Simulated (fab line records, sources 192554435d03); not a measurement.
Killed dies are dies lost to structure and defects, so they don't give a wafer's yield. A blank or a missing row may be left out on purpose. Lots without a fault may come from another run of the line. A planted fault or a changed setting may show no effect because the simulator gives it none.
Chamber matching | flow n5_finfet | N5_BEOL_M4_ETCH_74 on rie_diel-01: 4 sister chambers
The step etches underlayer in N2/H2, target depth 6.5 nm, time 5.2 s. 4 wafers are shown with their chamber, then 7 later ones without.

WAFERS WITH THEIR CHAMBER
wafer  | chamber | showerhead_plenum_p_Torr (Torr)
L084.6 | 0       | 2.60
L086.5 | 2       | 2.52
L087.2 | 3       | 2.68
L087.4 | 1       | 2.48

WAFERS WITHOUT THEIR CHAMBER
wafer  | showerhead_plenum_p_Torr (Torr)
L087.5 | 2.60
L090.3 | 2.47
L090.5 | 2.52
L090.6 | 2.68
L094.1 | 2.59
L094.4 | 2.52
L094.5 | 2.68

WHICH CHAMBER EACH WENT THROUGH
wafer  | from the rows above | in truth
L087.5 | 0                   | 0
L090.3 | 1                   | 1
L090.5 | 2                   | 2
L090.6 | 3                   | 3
L094.1 | 0                   | 0
L094.4 | 2                   | 2
L094.5 | 3                   | 3
Placed correctly: 7 of 7. Can't be placed from these rows: 0. Placed wrongly: 0.
How it was worked out, from the rows above alone: a wafer's distance from a chamber is the root of the sum, over the readings, of the square of ((its reading less the chamber's mean) divided by the reading's scatter). The wafer belongs to the nearest chamber; if the next one is less than 2 further off, it can't be placed. A chamber's mean is the mean of its shown wafers. The scatter: with one shown wafer a chamber, the root of the mean of the squares of how far each hidden wafer lies from its nearest shown one.
